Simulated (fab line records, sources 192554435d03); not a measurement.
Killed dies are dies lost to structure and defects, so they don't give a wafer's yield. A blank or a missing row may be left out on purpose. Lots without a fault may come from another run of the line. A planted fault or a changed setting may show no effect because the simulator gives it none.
fab line records | flow n5_finfet
record lots=6 wafers=16 last_day=18
route steps=1938 shown BEOL_M9@1405
lots that met no fault: from a run of the same line without faults
start_h: hours from the record's first day to the start of the lot's first wafer shown | wait_h: hours since the lot's step before | " the same as in the row above | L1.1+2: a row that stands for several wafers | - no value, or no start given | * or withheld: withheld | < > ~ a bound
route shown NAME@n: a module of which the file shows steps, and the number in the route of the first | usual: mean/standard deviation of fault-free wafers | same: alike in all rows | chamber/n: place in a boat | sites: the reading at each site | _std_site: their standard deviation | _edge_site: outer sites' mean less inner sites' | radius_mm: how far each site lies from the wafer's centre | mask NAME#n: copy n | behind: the tool/chamber that last shaped the wafer | hold: why the lot was held/for how many hours/how that ended | device: the transistor (n, p or np) that didn't switch | end of line: the same wafers' tests at the end of the route | a step without rows: its recipe alone | killed: dies lost to structure and defects at the first sort, not the wafer's yield | map: a wafer's dies, x killed, . not, _ none there
set.NAME: the setting as run; set.NAME@STEP: as run at that earlier step | model.NAME: the simulator's own value behind a step, which no gauge read
lots at some steps of the route; a table a step, a row a wafer
services: from which hour (start_h, from the record's first day; less than 0 if before it) a tool's chamber was out of use, for how many hours, and why
## steps
# step N5_BEOL_M9_HM_DEP_02
# recipe material=TiN target_thk_a=200 temp_c=25 chamber_pressure_pa=0.49996
# usual throttle_valve_pct=30.0/1.1
# columns lot.wafer tool chamber start_h wait_h throttle_valve_pct
L648.1 pvd_sputter-01 - 204.02 2.6 31.5
L648.2 " - " " 30.0
L648.6 " - " " 30.3
L654.2 pvd_sputter-01 - 245.86 0.7 30.1
L654.6 " - " " 30.3
L655.2 pvd_sputter-01 - 260.66 2.2 28.1
L655.3 " - " " 30.4
L667.2 pvd_sputter-02 - 329.99 0.9 29.5
L667.4 " - " " 30.5
L667.5 " - " " 32.5
L668.1 pvd_sputter-03 - 336.61 0.2 29.2
L668.4 " - " " 29.2
L668.6 " - " " 29.0
L670.2 pvd_sputter-02 - 359.48 3.0 29.3
L670.4 " - " " 32.2
L670.6 " - " " 30.3
# step N5_BEOL_M9_COAT_59
# recipe resist=SOC temp_c=250 time_s=60 spin_rpm=1500 resist_thk_nm=100
# step N5_BEOL_M9_COAT_60
# recipe resist=SiARC temp_c=220 time_s=60 spin_rpm=1500 resist_thk_nm=30
# step N5_BEOL_M9_COAT_05
# recipe resist=CAR-ArF spin_rpm=1500 resist_thk_nm=90
# step N5_BEOL_M9_EBR_07
# recipe solvent=PGMEA ebr_width_mm=1.5
# step N5_BEOL_M9_SOFTBAKE_06
# recipe temp_c=110 time_s=60 resist=CAR-ArF
# step N5_BEOL_M9_EXPOSE_08
# recipe mask_id=M9 na=1.35 source_shape=dipole sigma_inner=0.411 sigma_outer=0.611 polarization=te dose_mj=53.75
# step N5_BEOL_M9_PEB_09
# recipe peb_temp_c=withheld peb_time_s=60 resist=CAR-ArF
# step N5_BEOL_M9_DEVELOP_10
# recipe develop_time_s=30 developer=TMAH resist=CAR-ArF rinse_liquid=diw dry=air_spin dev_temp_c=23
# step N5_BEOL_M9_CD_MEAS_11
# recipe target_cd_nm=64.1 landing_energy_ev=500 detector=se_inlens polarity=opening
# usual cd_nm=64.1/0.6
# columns lot.wafer tool chamber start_h wait_h cd_nm
L648.1 cd_sem-03 0 204.52 - 64.6
L648.2 " 0 " " 64.2
L648.6 " 0 " " 64.1
L654.2 cd_sem-01 0 246.36 - 63.1
L654.6 " 0 " " 63.7
L655.2 cd_sem-01 0 261.03 - 64.6
L655.3 " 0 " " 64.3
L667.2 cd_sem-01 0 330.36 - 64.0
L667.4 " 0 " " 64.6
L667.5 " 0 " " 64.5
L668.1 cd_sem-02 0 336.98 - 64.6
L668.4 " 0 " " 64.5
L668.6 " 0 " " 65.0
L670.2 cd_sem-03 0 359.98 - 63.6
L670.4 " 0 " " 63.3
L670.6 " 0 " " 63.3
# step N5_BEOL_M9_OVL_MEAS_12
# recipe points_per_wafer=44
# usual M9_OVL=-0.1/0.85
# columns lot.wafer tool chamber start_h wait_h M9_OVL[nm]
L648.1 overlay-02 0 204.55 0.0 -1.6
L648.2 " 0 " " -1.4
L648.6 " 0 " " -1.4
L654.2 overlay-02 0 246.39 0.0 0.1
L654.6 " 0 " " 0.1
L655.2 overlay-01 0 261.06 0.0 1.2
L655.3 " 0 " " 0.7
L667.2 overlay-01 0 330.39 0.0 -1.1
L667.4 " 0 " " 0.1
L667.5 " 0 " " -1.1
L668.1 overlay-02 0 337.01 0.0 -0.1
L668.4 " 0 " " -0.6
L668.6 " 0 " " -0.3
L670.2 overlay-02 0 360.01 0.0 1.0
L670.4 " 0 " " 0.6
L670.6 " 0 " " -0.1
# step N5_BEOL_M9_INSPECT_13
# recipe mode=adi inspect_instrument=brightfield
# usual raw_defect_count=391/75
# columns lot.wafer tool chamber start_h wait_h raw_defect_count
L648.1 defect_inspect-01 - 204.57 0.0 427
L648.2 " - " " 342
L648.6 " - " " 346
L654.2 defect_inspect-01 - 246.41 0.0 449
L654.6 " - " " 394
L655.2 defect_inspect-01 - 261.09 0.0 413
L655.3 " - " " 410
L667.2 defect_inspect-02 - 330.41 0.0 367
L667.4 " - " " 359
L667.5 " - " " 410
L668.1 defect_inspect-02 - 337.04 0.0 401
L668.4 " - " " 343
L668.6 " - " " 363
L670.2 defect_inspect-02 - 360.04 0.0 371
L670.4 " - " " 410
L670.6 " - " " 298
# step N5_BEOL_M9_DESCUM_16
# recipe chemistry=O2 time_s=7.9 source_power_w=50 bias_power_w=20 pressure_mtorr=20 rf_frequency_hz=2.712e+07 temp_c=40 resist=CAR-ArF o2_flow_sccm=225
# usual drypump_motor_current_A=5.9/0.42 o2_flow_sccm=225.0/0.66 oes_product_au=0.77/0.09 rf_vpp_V=243.7/1.5 showerhead_plenum_p_Torr=2.13/0.086 throttle_valve_pct=20.40/0.22
# columns lot.wafer tool chamber start_h wait_h drypump_motor_current_A o2_flow_sccm oes_product_au rf_hours_counter_h rf_vpp_V showerhead_plenum_p_Torr throttle_valve_pct model.CAR-ArF_of_BEOL_M9_COAT_05.thk_nm
L648.1 rie_diel-05 1 205.03 0.5 6.1 223.7 0.70 225 242.0 1.97 20.02 82.8
L648.2 " 0 " " 5.5 223.7 0.76 141 242.4 2.01 20.65 83.2
L648.6 " 1 " " 6.1 224.5 0.69 - 242.7 1.97 20.03 83
L654.2 rie_diel-01 0 246.44 0.0 5.5 224.7 0.80 91 244.0 2.21 20.60 83.4
L654.6 " 1 " " 6.3 225.5 0.77 - 245.4 2.19 20.11 85.2
L655.2 rie_diel-01 3 261.57 0.5 5.7 225.5 0.71 222 244.2 2.15 20.38 83.8
L655.3 " 2 " " 6.4 224.8 0.73 198 242.1 1.98 20.24 85.4
L667.2 rie_diel-05 2 330.45 0.0 5.6 224.2 0.90 30 244.3 2.15 20.40 83.6
L667.4 " 1 " " 6.1 226.0 0.95 6 243.9 2.22 19.75 83.6
L667.5 " 2 " " 5.6 224.1 0.90 - 244.0 2.14 20.39 83.4
L668.1 rie_diel-05 3 339.55 2.5 5.8 226.3 0.68 242 244.7 2.15 20.66 83.6
L668.4 " 1 " " 6.1 225.5 0.95 9 245.5 2.22 19.76 83.2
L668.6 " 2 " " 5.6 225.1 0.90 - 243.0 2.14 20.41 83.4
L670.2 rie_diel-01 2 360.36 0.3 6.4 226.2 0.69 230 239.8 1.97 20.30 83.6
L670.4 " 0 " " 5.5 225.0 0.77 - 243.1 2.20 20.64 83.6
L670.6 " 2 " " 6.3 224.4 0.69 - 240.6 1.97 20.30 83.8
# step N5_BEOL_M9_ETCH_61
# recipe chemistry=CF4 target=SiARC target_depth_a=390 mask_material=CAR-ArF time_s=65 ion_energy_ev=80 pressure_mtorr=40 source_w=545 bias_w=36 Ar_flow_sccm=100 cf4_flow_sccm=100 ends=cleared
# usual drypump_motor_current_A=5.9/0.42 etch_rf_on_time_s=65.2/1.3 oes_product_au=0.66/0.073 rf_vpp_V=184.4/1.3 showerhead_plenum_p_Torr=2.17/0.079 throttle_valve_pct=15.60/0.21
# columns lot.wafer tool chamber start_h wait_h drypump_motor_current_A etch_rf_on_time_s oes_product_au rf_hours_counter_h rf_vpp_V showerhead_plenum_p_Torr throttle_valve_pct model.CAR-ArF_of_BEOL_M9_COAT_05.thk_nm
L648.1 rie_diel-05 1 205.07 0.0 6.1 64.7 0.60 225 182.7 2.04 15.47 55
L648.2 " 0 " " 5.5 65.4 0.65 141 182.6 2.06 15.83 55.2
L648.6 " 1 " " 6.1 65.2 0.60 - 183.2 2.04 15.48 55.2
L654.2 rie_diel-01 0 246.48 0.0 5.5 64.3 0.69 91 185.8 2.26 15.72 55.4
L654.6 " 1 " " 6.3 62.1 0.67 - 184.6 2.21 15.28 57.2
L655.2 rie_diel-01 3 261.61 0.0 5.7 66.8 0.60 222 184.9 2.20 15.62 55.8
L655.3 " 2 " " 6.4 66.1 0.61 198 183.2 2.04 15.56 57.4
L667.2 rie_diel-05 2 330.48 0.0 5.6 63.6 0.77 30 185.4 2.17 15.38 55.6
L667.4 " 1 " " 6.1 63.8 0.81 6 185.2 2.29 15.06 55.4
L667.5 " 2 " " 5.6 64.0 0.77 - 185.2 2.17 15.39 55.4
L668.1 rie_diel-05 3 339.58 0.0 5.8 68.0 0.57 242 184.4 2.21 15.95 55.6
L668.4 " 1 " " 6.1 64.2 0.80 10 184.7 2.29 15.07 55.2
L668.6 " 2 " " 5.6 65.2 0.75 - 184.1 2.17 15.40 55.4
L670.2 rie_diel-01 2 360.39 0.0 6.4 64.9 0.59 230 181.4 2.03 15.62 55.8
L670.4 " 0 " " 5.5 64.6 0.66 - 183.7 2.25 15.81 55.6
L670.6 " 2 " " 6.4 64.7 0.59 - 182.1 2.03 15.61 55.8
# step N5_BEOL_M9_ETCH_62
# recipe chemistry=N2/H2 target=SOC target_depth_a=1100 overetch_a=220 mask_material=SiARC temp_c=40 time_s=165 ion_energy_ev=200 pressure_mtorr=30 source_w=840 bias_w=150 n2_flow_sccm=200 h2_flow_sccm=200
# usual drypump_motor_current_A=5.9/0.42 oes_product_au=0.65/0.069 rf_vpp_V=525.0/2.8 showerhead_plenum_p_Torr=2.58/0.096 throttle_valve_pct=17.77/0.24
# columns lot.wafer tool chamber start_h wait_h drypump_motor_current_A oes_product_au rf_hours_counter_h rf_vpp_V showerhead_plenum_p_Torr throttle_valve_pct
L648.1 rie_diel-05 1 205.12 0.0 6.1 0.60 225 519.6 2.41 17.52
L648.2 " 0 " " 5.5 0.63 141 521.0 2.44 18.08
L648.6 " 1 " " 6.1 0.60 - 518.8 2.41 17.52
L654.2 rie_diel-01 0 246.53 0.0 5.5 0.67 91 528.6 2.68 17.86
L654.6 " 1 " " 6.3 0.65 - 525.8 2.64 17.36
L655.2 rie_diel-01 3 261.66 0.0 5.8 0.60 222 524.9 2.62 17.88
L655.3 " 2 " " 6.4 0.61 198 521.1 2.43 17.70
L667.2 rie_diel-05 2 330.53 0.0 5.6 0.76 30 525.8 2.59 17.65
L667.4 " 1 " " 6.1 0.80 6 527.9 2.72 17.18
L667.5 " 2 " " 5.6 0.76 - 524.7 2.59 17.65
L668.1 rie_diel-05 3 339.63 0.0 5.8 0.58 242 526.8 2.62 18.11
L668.4 " 1 " " 6.1 0.79 10 527.7 2.72 17.19
L668.6 " 2 " " 5.6 0.75 - 525.0 2.59 17.66
L670.2 rie_diel-01 2 360.44 0.0 6.4 0.59 230 519.2 2.41 17.77
L670.4 " 0 " " 5.5 0.66 - 527.7 2.67 17.94
L670.6 " 2 " " 6.4 0.59 - 518.0 2.41 17.76
## services
# columns tool chamber start_h hours kind
rie_diel-01 - 211.73 3.2 repair
rie_diel-05 2 220.81 - clean
rie_diel-05 2 220.81 - consumable_replace:focus_ring
rie_diel-05 2 220.81 17.9 scheduled_down
rie_diel-05 2 220.81 17.9 vent_cycle
pvd_sputter-01 - 231.67 2.2 repair
pvd_sputter-01 - 236.50 2.7 repair
rie_diel-01 - 243.61 0.2 repair
rie_diel-05 1 280.56 - clean
rie_diel-05 1 280.56 - consumable_replace:focus_ring
rie_diel-05 1 280.56 - consumable_replace:showerhead
rie_diel-05 1 280.56 29.9 scheduled_down
rie_diel-05 1 280.56 29.9 vent_cycle
rie_diel-05 2 296.80 2.9 repair
rie_diel-01 - 336.07 0.2 repair
pvd_sputter-01 - 339.12 1.2 repair
rie_diel-01 0 347.03 9.4 repair
rie_diel-01 3 356.46 - clean
rie_diel-01 3 356.46 - consumable_replace:focus_ring
rie_diel-01 3 356.46 21.5 scheduled_down
rie_diel-01 3 356.46 21.5 vent_cycle
## key
first_sign none at tools or gauges
model_effect step=N5_BEOL_M9_DESCUM_16 value=CAR-ArF_of_BEOL_M9_COAT_05.thk_nm without=83.7 struck=85.3
model_effect step=N5_BEOL_M9_ETCH_61 value=CAR-ArF_of_BEOL_M9_COAT_05.thk_nm without=55.7 struck=57.3
met_at N5_BEOL_M9_DESCUM_16
struck_wafers L654.6,L655.3
fault kind=process_parameter_drift tool=rie_diel-01 chamber=- onset_h=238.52 steps=N5_BEOL_M9_DESCUM_16 channel=time_s offset=* shape=step end_h=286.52 scope=struck_wafers_only acts_in=* stated=*
